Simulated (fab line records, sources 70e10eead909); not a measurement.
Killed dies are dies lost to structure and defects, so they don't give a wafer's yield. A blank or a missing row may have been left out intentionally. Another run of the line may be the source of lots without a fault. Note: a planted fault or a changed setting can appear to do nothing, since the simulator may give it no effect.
fab line records	flow nandHarc	part 1 of 2: steps 1 to 21 of 32
record lots=5	wafers=15	lastDay=32
route steps=1302 shown P_BONDPAD@363 A_START@389 A_ZERO_WELL@390
lots untouched by any fault: they come from a run of this same line in which no faults occurred
startH: hours from the record's opening day to when the first of the lot's shown wafers began	waitH: how many hours have passed since the lot's step before this one	" the same as in the row above	L1.1+2: one row covering several wafers at once	- no value present, or no start provided	* or withheld: withheld	< > ~ a bound
route shown NAME@n: names a module that has steps shown in the file, with the first one's number in the route	usual: average and standard deviation across the fault-free wafers	same: alike in all rows	chamber/n: place in a boat	sites: each site's reading	_std_site: the values' standard deviation	_edge_site: mean of outer sites minus mean of inner sites	radiusMm: how far each site lies from the wafer's centre	mask NAME#n: copy n	behind: tool/chamber where the wafer was last shaped	hold: reason for holding the lot/hours on hold/outcome of the hold	device: the n, p or np transistor that did not switch	end of line: tests of these same wafers at the route's end	where a step has no rows: the recipe by itself	killed: the dies lost at the first sort to structure and to defects; this is not the yield of the wafer	map: the dies of a wafer, with x for killed, . for not killed, _ for no die there
set.NAME: the setting as run; set.NAME@STEP: as run at that earlier step	model.NAME: the simulator's own value behind a step, which no gauge read
lots seen at some steps along the route; tables by step, rows by wafer
services: from which hour (startH, from the record's first day; less than 0 if before it) a tool's chamber was out of use, for how many hours, and why
## steps
# step NHARC_P_BONDPAD_DEVELOP_08
# recipe timeS=50	devTempC=22
# usual chillPlateTempC=22.99/0.099
# same timeS=50
lot.wafer	tool	chamber	startH	waitH	chillPlateTempC
L075.1	lithoTrack-07	0	-	-	23.08
L075.3	"	0	"	"	23.00
L075.6	"	0	"	"	23.25
L078.2	lithoTrack-03	0	-	-	22.83
L078.5	"	0	"	"	23.02
L078.6	"	0	"	"	23.00
L084.1	lithoTrack-03	0	-	-	23.16
L084.2	"	0	"	"	23.10
L084.4	"	0	"	"	23.00
L090.1	lithoTrack-02	0	-	-	23.05
L090.4	"	0	"	"	22.97
L090.5	"	0	"	"	23.01
L096.1	lithoTrack-03	0	-	-	22.83
L096.5	"	0	"	"	23.03
L096.6	"	0	"	"	22.96
# step NHARC_P_BONDPAD_CD_MEAS_09
# recipe targetCdNm=500	landingEnergyEv=500
# usual cdNm=499.3/1.7
lot.wafer	tool	chamber	startH	waitH	cdNm
L075.1	cdSem-01	0	149.12	-	498.1
L075.3	"	0	"	"	497.5
L075.6	"	0	"	"	500.2
L078.2	cdSem-02	0	171.95	-	500.7
L078.5	"	0	"	"	499.1
L078.6	"	0	"	"	499.3
L084.1	cdSem-01	0	244.93	-	502.4
L084.2	"	0	"	"	500.1
L084.4	"	0	"	"	499.7
L090.1	cdSem-03	0	295.91	-	495.9
L090.4	"	0	"	"	496.0
L090.5	"	0	"	"	496.6
L096.1	cdSem-01	0	350.47	-	499.9
L096.5	"	0	"	"	501.3
L096.6	"	0	"	"	502.2
# step NHARC_P_BONDPAD_OVL_MEAS_38
# usual overlayXNm=3/5.6	overlayYNm=2/7.3
lot.wafer	tool	chamber	startH	waitH	overlayXNm	overlayYNm
L075.1	overlay-01	-	149.21	-	0	13
L075.3	"	-	"	"	-1	13
L075.6	"	-	"	"	0	13
L078.2	overlay-02	-	172.04	-	5	-11
L078.5	"	-	"	"	5	-11
L078.6	"	-	"	"	4	-11
L084.1	overlay-02	-	245.02	-	4	7
L084.2	"	-	"	"	4	8
L084.4	"	-	"	"	4	7
L090.1	overlay-02	-	296.00	-	10	3
L090.4	"	-	"	"	10	3
L090.5	"	-	"	"	10	3
L096.1	overlay-01	-	350.56	-	-5	7
L096.5	"	-	"	"	-5	8
L096.6	"	-	"	"	-4	7
# step NHARC_P_BONDPAD_HARDBAKE_10
# recipe tempC=118	timeS=65
# usual chillPlateTempC=22.99/0.11
# same timeS=65
lot.wafer	tool	chamber	startH	waitH	chillPlateTempC
L075.1	lithoTrack-03	0	149.25	0.0	23.05
L075.3	"	0	"	"	23.09
L075.6	"	0	"	"	23.20
L078.2	lithoTrack-02	0	172.09	0.0	23.04
L078.5	"	0	"	"	22.99
L078.6	"	0	"	"	23.04
L084.1	lithoTrack-02	0	245.07	0.0	23.02
L084.2	"	0	"	"	22.81
L084.4	"	0	"	"	22.91
L090.1	lithoTrack-07	0	296.05	0.0	22.93
L090.4	"	0	"	"	23.03
L090.5	"	0	"	"	22.96
L096.1	lithoTrack-07	0	350.60	0.0	23.23
L096.5	"	0	"	"	23.15
L096.6	"	0	"	"	23.11
# step NHARC_P_BONDPAD_DESCUM_11
# recipe timeS=3	o2FlowSccm=200	arFlowSccm=0	biasPowerW=0	chemistry=O2
# usual drypumpMotorCurrentA=5.5/0.42	oesProductAu=0.999/0.011	rfVppV=57.6/0.8	showerheadPlenumPTorr=1.89/0.088	throttleValvePct=11.310/0.0097
# same timeS=3
lot.wafer	tool	chamber	startH	waitH	drypumpMotorCurrentA	oesProductAu	rfHoursCounterH	rfVppV	showerheadPlenumPTorr	throttleValvePct
L075.1	rieDiel-02	0	149.35	-	5.4	0.992	4.8	58.4	1.79	11.297
L075.3	"	1	"	"	5.8	1.009	4.7	57.7	1.95	11.314
L075.6	"	3	"	"	4.8	0.993	-	58.3	1.87	11.289
L078.2	rieDiel-12	3	172.18	-	4.6	1.013	3.6	57.6	1.85	11.319
L078.5	"	1	"	"	5.6	1.013	-	56.8	1.98	11.301
L078.6	"	3	"	"	4.6	1.018	-	56.4	1.85	11.302
L084.2	rieDiel-02	2	245.15	-	5.4	0.982	1.1	58.1	1.82	11.320
L084.1	"	3	"	"	4.8	1.002	1.3	56.7	1.87	11.314
L084.4	"	0	"	"	5.4	0.992	1.4	58.7	1.79	11.320
L090.4	rieDiel-03	3	296.14	-	6.0	0.994	0.1	59.5	2.02	11.322
L090.1	"	0	"	"	5.6	0.999	0.1	57.8	1.84	11.304
L090.5	"	0	"	"	5.5	0.989	-	57.3	1.84	11.304
L096.1	rieDiel-02	3	350.71	-	4.7	1.008	6.5	57.8	1.86	11.319
L096.5	"	0	"	"	5.3	1.001	-	56.8	1.79	11.314
L096.6	"	1	"	"	5.8	0.997	-	58.1	1.95	11.304
# step NHARC_P_BONDPAD_ETCH_37
# recipe targetDepthA=600	overetchA=180	timeS=65.91	ionEnergyEv=200	n2FlowSccm=150	h2FlowSccm=150	arFlowSccm=0	rfW=400	biasW=150	chemistry=N2/H2
# usual drypumpMotorCurrentA=5.6/0.41	oesProductAu=0.998/0.01	rfVppV=429.9/2.9	showerheadPlenumPTorr=2.02/0.097	throttleValvePct=14.171/0.0091
# same timeS=65.91
lot.wafer	tool	chamber	startH	waitH	drypumpMotorCurrentA	oesProductAu	rfHoursCounterH	rfVppV	showerheadPlenumPTorr	throttleValvePct
L075.1	rieDiel-02	3	149.42	0.1	4.8	0.996	4.8	428.1	1.99	14.170
L075.3	"	1	"	"	5.9	0.997	4.7	433.0	2.08	14.176
L075.6	"	0	"	"	5.3	0.999	-	426.9	1.90	14.166
L078.2	rieDiel-12	0	172.26	0.1	5.0	1.011	4.5	435.2	2.20	14.156
L078.5	"	0	"	"	5.0	1.005	-	435.0	2.20	14.162
L078.6	"	1	"	"	5.6	1.014	-	433.0	2.12	14.190
L084.2	rieDiel-02	0	245.24	0.1	5.3	1.008	1.4	426.5	1.90	14.175
L084.4	"	1	"	"	5.9	1.000	1.2	431.5	2.08	14.164
L084.1	"	2	"	"	5.4	0.984	1.2	426.8	1.93	14.165
L090.4	rieDiel-03	1	296.22	0.1	5.7	1.013	0.1	427.2	1.93	14.166
L090.1	"	0	"	"	5.6	0.992	0.1	427.9	1.96	14.178
L090.5	"	1	"	"	5.7	1.015	-	428.9	1.93	14.175
L096.1	rieDiel-02	0	350.77	0.1	5.3	0.993	6.6	425.7	1.90	14.171
L096.6	"	0	"	"	5.3	0.993	-	427.1	1.90	14.153
L096.5	"	1	"	"	5.8	1.003	-	431.8	2.08	14.160
# step NHARC_P_BONDPAD_ETCH_12
# recipe targetDepthA=2000	timeS=100	chf3FlowSccm=50	o2FlowSccm=10	arFlowSccm=200	rfW=500	biasW=200	chemistry=CHF3/O2
# usual drypumpMotorCurrentA=5.6/0.4	oesProductAu=0.941/0.022	rfVppV=370.2/2.4	showerheadPlenumPTorr=2.38/0.11	throttleValvePct=20.572/0.0097
# same timeS=100
lot.wafer	tool	chamber	startH	waitH	drypumpMotorCurrentA	oesProductAu	rfHoursCounterH	rfVppV	showerheadPlenumPTorr	throttleValvePct
L075.3	rieDiel-02	1	-	-	5.8	0.925	4.7	371.6	2.45	20.573
L075.1	"	0	"	"	5.3	0.925	4.9	367.7	2.25	20.566
L075.6	"	2	"	"	5.4	0.910	-	368.4	2.29	20.593
L078.2	rieDiel-12	3	-	-	4.6	0.926	3.7	368.3	2.32	20.562
L078.5	"	0	"	"	5.0	0.928	-	372.3	2.57	20.576
L078.6	"	1	"	"	5.7	0.931	-	372.9	2.48	20.558
L084.1	rieDiel-02	3	-	-	4.8	0.964	1.4	369.9	2.35	20.566
L084.2	"	1	"	"	5.9	0.973	1.2	371.9	2.45	20.559
L084.4	"	2	"	"	5.4	0.937	1.2	369.4	2.28	20.593
L090.4	rieDiel-03	1	-	-	5.7	0.999	0.1	367.2	2.28	20.573
L090.1	"	0	"	"	5.6	0.957	0.1	370.4	2.32	20.554
L090.5	"	2	"	"	6.1	0.987	-	373.5	2.49	20.563
L096.1	rieDiel-02	1	-	-	5.9	0.924	6.9	371.7	2.44	20.577
L096.6	"	2	"	"	5.4	0.919	-	368.3	2.28	20.581
L096.5	"	3	"	"	4.8	0.936	-	369.9	2.34	20.572
# step NHARC_P_BONDPAD_CD_MEAS_13
# usual cdNm=498.7/1.9
lot.wafer	tool	chamber	startH	waitH	cdNm
L075.1	cdSem-03	-	149.64	-	497.5
L075.3	"	-	"	"	497.3
L075.6	"	-	"	"	500.0
L078.2	cdSem-01	-	172.52	-	500.9
L078.5	"	-	"	"	499.6
L078.6	"	-	"	"	500.1
L084.1	cdSem-03	-	245.46	-	501.9
L084.2	"	-	"	"	499.3
L084.4	"	-	"	"	499.4
L090.1	cdSem-02	-	296.45	-	495.5
L090.4	"	-	"	"	495.1
L090.5	"	-	"	"	497.2
L096.1	cdSem-02	-	351.00	-	499.8
L096.5	"	-	"	"	501.2
L096.6	"	-	"	"	500.4
# step NHARC_P_BONDPAD_STRIP_15
# recipe o2FlowSccm=500	arFlowSccm=0	biasW=0	chemistry=O2
# usual drypumpMotorCurrentA=5.5/0.45	oesProductAu=0.999/0.01	rfVppV=57.7/0.99	showerheadPlenumPTorr=3.52/0.16	throttleValvePct=17.036/0.0085
lot.wafer	tool	chamber	startH	waitH	drypumpMotorCurrentA	oesProductAu	rfHoursCounterH	rfVppV	showerheadPlenumPTorr	throttleValvePct
L075.3	rieDiel-03	3	149.74	0.1	6.1	1.002	0.9	59.7	3.71	17.031
L075.1	"	0	"	"	5.6	0.999	0.9	56.7	3.41	17.023
L075.6	"	0	"	"	5.6	0.999	-	57.6	3.41	17.033
L078.2	rieDiel-02	2	172.64	0.1	5.4	0.975	6.8	59.2	3.36	17.030
L078.6	"	3	"	"	4.8	0.998	-	57.5	3.45	17.042
L078.5	"	0	"	"	5.3	0.999	-	58.7	3.31	17.027
L084.1	rieDiel-03	0	245.54	0.1	5.6	1.004	3.5	57.6	3.41	17.029
L084.4	"	2	"	"	6.1	1.004	3.2	57.5	3.66	17.027
L084.2	"	3	"	"	6.1	1.008	4.0	58.6	3.71	17.035
L090.4	rieDiel-03	3	296.52	0.1	6.0	1.002	0.1	59.0	3.71	17.052
L090.1	"	0	"	"	5.6	0.989	0.1	56.1	3.41	17.040
L090.5	"	3	"	"	6.1	0.997	-	58.1	3.71	17.050
L096.1	rieDiel-12	2	351.10	0.1	5.8	0.989	4.2	57.3	3.75	17.039
L096.6	"	0	"	"	5.0	0.994	-	58.1	3.77	17.036
L096.5	"	1	"	"	5.6	1.007	-	58.6	3.64	17.040
# step NHARC_P_BONDPAD_ETCH_24
# recipe targetDepthA=300	overEtchFrac=0.3	timeS=72.99	ionEnergyEv=150	cf4FlowSccm=50	n2FlowSccm=100	arFlowSccm=150	rfW=300	biasW=100	chemistry=CF4/N2
# usual drypumpMotorCurrentA=5.5/0.43	oesProductAu=0.998/0.011	rfVppV=314.0/2.2	showerheadPlenumPTorr=2.62/0.12	throttleValvePct=19.794/0.0091
# same timeS=72.99
lot.wafer	tool	chamber	startH	waitH	drypumpMotorCurrentA	oesProductAu	rfHoursCounterH	rfVppV	showerheadPlenumPTorr	throttleValvePct
L075.1	rieDiel-03	0	149.91	0.1	5.6	1.000	0.9	314.4	2.54	19.793
L075.3	"	2	"	"	6.1	1.006	1.0	315.2	2.72	19.791
L075.6	"	2	"	"	6.0	0.994	-	315.4	2.72	19.790
L078.2	rieDiel-02	2	-	-	5.4	0.972	6.8	310.9	2.50	19.787
L078.6	"	0	"	"	5.3	0.993	-	311.2	2.46	19.797
L078.5	"	1	"	"	5.8	1.005	-	314.1	2.68	19.792
L084.2	rieDiel-03	3	-	-	6.1	0.993	4.0	316.2	2.76	19.791
L084.1	"	0	"	"	5.5	1.012	3.6	313.1	2.54	19.798
L084.4	"	1	"	"	5.7	1.016	3.9	312.7	2.50	19.790
L090.4	rieDiel-03	2	-	-	6.0	0.999	0.2	315.9	2.72	19.788
L090.1	"	0	"	"	5.6	0.993	0.2	312.3	2.53	19.779
L090.5	"	2	"	"	6.0	1.011	-	315.9	2.72	19.802
L096.1	rieDiel-12	1	-	-	5.6	1.012	3.7	316.3	2.71	19.786
L096.6	"	2	"	"	5.8	1.000	-	316.4	2.80	19.796
L096.5	"	3	"	"	4.6	1.009	-	310.9	2.54	19.792
# step NHARC_P_BONDPAD_STRIP_16
# recipe timeS=600	tempC=30	chemistry=postEtchResidueRemover
# same timeS=600
lot.wafer	tool	chamber	startH	waitH
L075.3+1+6	wetBench-08	3,4,0	150.04	-
L078.5+6+2	wetBench-08	3,4,7	172.88	-
L084.2+1+4	wetBench-10	5,6,0	245.83	-
L090.5+1+4	wetBench-10	3,5,0	296.80	-
L096.1+6+5	wetBench-10	5,6,0	351.35	-
# step NHARC_P_BONDPAD_DEGAS_25
# recipe tempC=300	timeS=60
# usual heaterPowerW=476/37
# same timeS=60
lot.wafer	tool	chamber	startH	waitH	heaterPowerW
L075.3	pvdSputter-01	-	150.33	-	483
L075.1	"	-	"	"	456
L075.6	"	-	"	"	489
L078.2	pvdSputter-01	-	173.16	-	461
L078.6	"	-	"	"	491
L078.5	"	-	"	"	480
L084.2	pvdSputter-01	-	246.08	-	487
L084.1	"	-	"	"	437
L084.4	"	-	"	"	473
L090.1	pvdSputter-01	-	297.07	-	440
L090.4	"	-	"	"	447
L090.5	"	-	"	"	446
L096.1	pvdSputter-02	-	351.63	-	533
L096.6	"	-	"	"	501
L096.5	"	-	"	"	511
# step NHARC_P_BONDPAD_PRE_CLEAN_26
# recipe timeS=30	tempC=280	gas=H2/He
# usual heaterPowerW=420/33
# same timeS=30
lot.wafer	tool	chamber	startH	waitH	heaterPowerW
L075.1	pvdSputter-01	-	-	-	393
L075.3	"	-	"	"	429
L075.6	"	-	"	"	392
L078.2	pvdSputter-01	-	-	-	390
L078.5	"	-	"	"	402
L078.6	"	-	"	"	427
L084.1	pvdSputter-01	-	-	-	424
L084.4	"	-	"	"	391
L084.2	"	-	"	"	419
L090.1	pvdSputter-01	-	-	-	396
L090.4	"	-	"	"	420
L090.5	"	-	"	"	372
L096.1	pvdSputter-02	-	-	-	432
L096.6	"	-	"	"	415
L096.5	"	-	"	"	435
# step NHARC_P_BONDPAD_PVD_17
# recipe targetThkA=50	biasV=168.6	powerW=15000	chamberPressurePa=0.12	timeS=8.06	substrateTempC=50	material=TaN
# usual substrateTempC=49.99/0.14	throttleValvePct=30.3/1.2
# same timeS=8.06
lot.wafer	tool	chamber	startH	waitH	substrateTempC	throttleValvePct
L075.1	pvdSputter-01	-	-	-	50.07	31.0
L075.3	"	-	"	"	50.01	30.9
L075.6	"	-	"	"	50.16	30.9
L078.2	pvdSputter-01	-	-	-	49.92	29.8
L078.6	"	-	"	"	49.82	30.5
L078.5	"	-	"	"	50.00	29.7
L084.4	pvdSputter-01	-	-	-	49.89	30.1
L084.2	"	-	"	"	50.08	29.0
L084.1	"	-	"	"	49.82	30.9
L090.1	pvdSputter-01	-	-	-	50.02	31.2
L090.4	"	-	"	"	49.87	29.0
L090.5	"	-	"	"	50.13	31.0
L096.1	pvdSputter-02	-	-	-	49.92	27.4
L096.6	"	-	"	"	49.77	27.4
L096.5	"	-	"	"	49.88	29.9
# step NHARC_P_BONDPAD_PVD_27
# recipe targetThkA=300	chamberPressurePa=5	powerW=5000	substrateTempC=30	timeS=20.49	material=Cu
# usual substrateTempC=29.99/0.11	throttleValvePct=30.3/1.2
# same timeS=20.49
lot.wafer	tool	chamber	startH	waitH	substrateTempC	throttleValvePct
L075.1	pvdSputter-01	-	-	-	29.81	30.8
L075.3	"	-	"	"	30.13	32.1
L075.6	"	-	"	"	29.87	30.8
L078.2	pvdSputter-01	-	-	-	29.99	31.9
L078.5	"	-	"	"	30.10	29.6
L078.6	"	-	"	"	29.93	31.2
L084.4	pvdSputter-01	-	-	-	29.84	29.0
L084.1	"	-	"	"	29.98	31.2
L084.2	"	-	"	"	30.03	31.7
L090.4	pvdSputter-01	-	-	-	30.15	30.9
L090.1	"	-	"	"	29.92	31.8
L090.5	"	-	"	"	29.91	29.0
L096.1	pvdSputter-02	-	-	-	30.06	31.8
L096.6	"	-	"	"	29.98	27.3
L096.5	"	-	"	"	30.05	30.1
# step NHARC_P_BONDPAD_ECD_18
# recipe targetThkA=4000	bathTempC=25	material=Cu
# usual bathTempC=25.00/0.12
lot.wafer	tool	chamber	startH	waitH	bathTempC
L075.1	ecdCu-02	0	150.72	-	25.18
L075.3	"	0	"	"	25.09
L075.6	"	0	"	"	25.05
L078.2	ecdCu-01	1	173.55	-	24.93
L078.6	"	0	"	"	24.95
L078.5	"	1	"	"	24.84
L084.1	ecdCu-01	1	246.62	-	24.97
L084.2	"	0	"	"	24.82
L084.4	"	1	"	"	25.14
L090.1	ecdCu-02	0	297.43	-	25.03
L090.4	"	0	"	"	25.07
L090.5	"	0	"	"	25.11
L096.1	ecdCu-01	0	352.03	-	25.05
L096.5	"	1	"	"	25.05
L096.6	"	0	"	"	25.06
# step NHARC_P_BONDPAD_ANNEAL_28
# recipe tempC=225	timeS=90
# usual wafer_temp_C_max=226.4/0.34
# same timeS=90
lot.wafer	tool	chamber	startH	waitH	wafer_temp_C_max
L075.1	rtpAnneal-01	0	151.05	0.3	226.6
L075.3	"	0	"	"	226.2
L075.6	"	0	"	"	226.1
L078.2	rtpAnneal-01	0	173.93	-	226.1
L078.5	"	0	"	"	226.6
L078.6	"	0	"	"	226.2
L084.1	rtpAnneal-02	0	247.00	-	226.7
L084.2	"	0	"	"	226.3
L084.4	"	0	"	"	226.3
L090.1	rtpAnneal-01	0	297.81	-	226.4
L090.4	"	0	"	"	226.3
L090.5	"	0	"	"	226.6
L096.1	rtpAnneal-02	0	352.38	-	226.1
L096.5	"	0	"	"	226.2
L096.6	"	0	"	"	225.7
# step NHARC_P_BONDPAD_CMP_19
# recipe tOverpolishS=30	cuRecessTouchS=16	targetThkNm=160.81
# usual motorCurrentA=12.1/1.1	overpolishRunS=30.001/0.0089
lot.wafer	tool	chamber	startH	waitH	motorCurrentA	overpolishRunS
L075.1	cmp-04	3	151.43	-	13.4	30.001
L075.3	"	0	"	"	11.7	30.001
L075.6	"	3	"	"	13.8	29.997
L078.2	cmp-02	3	174.31	-	11.7	30.001
L078.6	"	0	"	"	11.1	30.000
L078.5	"	1	"	"	10.9	30.006
L084.1	cmp-04	2	247.37	-	14.8	30.008
L084.4	"	3	"	"	12.8	30.005
L084.2	"	0	"	"	11.7	29.989
L090.1	cmp-04	0	298.16	-	11.0	30.016
L090.4	"	2	"	"	14.2	29.997
L090.5	"	0	"	"	11.6	29.996
L096.1	cmp-02	3	352.76	-	11.7	30.014
L096.5	"	2	"	"	11.7	30.001
L096.6	"	3	"	"	11.0	30.009
# step NHARC_P_BONDPAD_THK_MEAS_20
# recipe thkMeasGauge=xrf
# usual thkNm=161.2/1.5
lot.wafer	tool	chamber	startH	waitH	thkNm
L075.1	filmMetro-01	-	151.72	-	158.8
L075.3	"	-	"	"	161.0
L075.6	"	-	"	"	159.4
L078.2	filmMetro-02	-	174.54	-	161.8
L078.5	"	-	"	"	160.5
L078.6	"	-	"	"	162.2
L084.1	filmMetro-02	-	247.66	-	160.6
L084.2	"	-	"	"	161.5
L084.4	"	-	"	"	158.5
L090.1	filmMetro-01	-	298.48	-	162.8
L090.4	"	-	"	"	163.8
L090.5	"	-	"	"	161.5
L096.1	filmMetro-02	-	353.06	-	158.9
L096.5	"	-	"	"	161.3
L096.6	"	-	"	"	159.4
# step NHARC_P_BONDPAD_SRD_21
# recipe timeS=30	tempC=23	dryTimeS=20	spinRpm=1500
# usual spinRpm=1500.0/0.83
# same timeS=30
lot.wafer	tool	chamber	startH	waitH	spinRpm
L075.3	wetBench-08	1	151.76	0.0	1498.8
L075.6	"	5	"	"	1498.4
L075.1	"	6	"	"	1499.6
L078.2	wetBench-10	5	174.59	0.0	1500.1
L078.6	"	7	"	"	1499.5
L078.5	"	0	"	"	1500.9
L084.4	wetBench-10	3	247.71	0.0	1501.1
L084.2	"	5	"	"	1499.6
L084.1	"	6	"	"	1500.0
L090.4	wetBench-10	0	298.52	0.0	1501.0
L090.1	"	1	"	"	1499.3
L090.5	"	3	"	"	1499.5
L096.5	wetBench-10	6	353.10	0.0	1500.8
L096.1	"	0	"	"	1499.3
L096.6	"	1	"	"	1501.4
# step NHARC_P_BONDPAD_INSPECT_23
# usual rawDefectCount=338/120
lot.wafer	tool	chamber	startH	waitH	rawDefectCount
L075.1	defectInspect-01	-	151.92	0.0	136
L075.3	"	-	"	"	151
L075.6	"	-	"	"	164
L078.2	defectInspect-02	-	174.75	0.0	338
L078.5	"	-	"	"	374
L078.6	"	-	"	"	293
L084.1	defectInspect-01	-	247.90	0.0	229
L084.2	"	-	"	"	196
L084.4	"	-	"	"	362
L090.1	defectInspect-02	-	298.70	0.0	396
L090.4	"	-	"	"	340
L090.5	"	-	"	"	404
L096.1	defectInspect-01	-	353.26	0.0	264
L096.5	"	-	"	"	375
L096.6	"	-	"	"	183
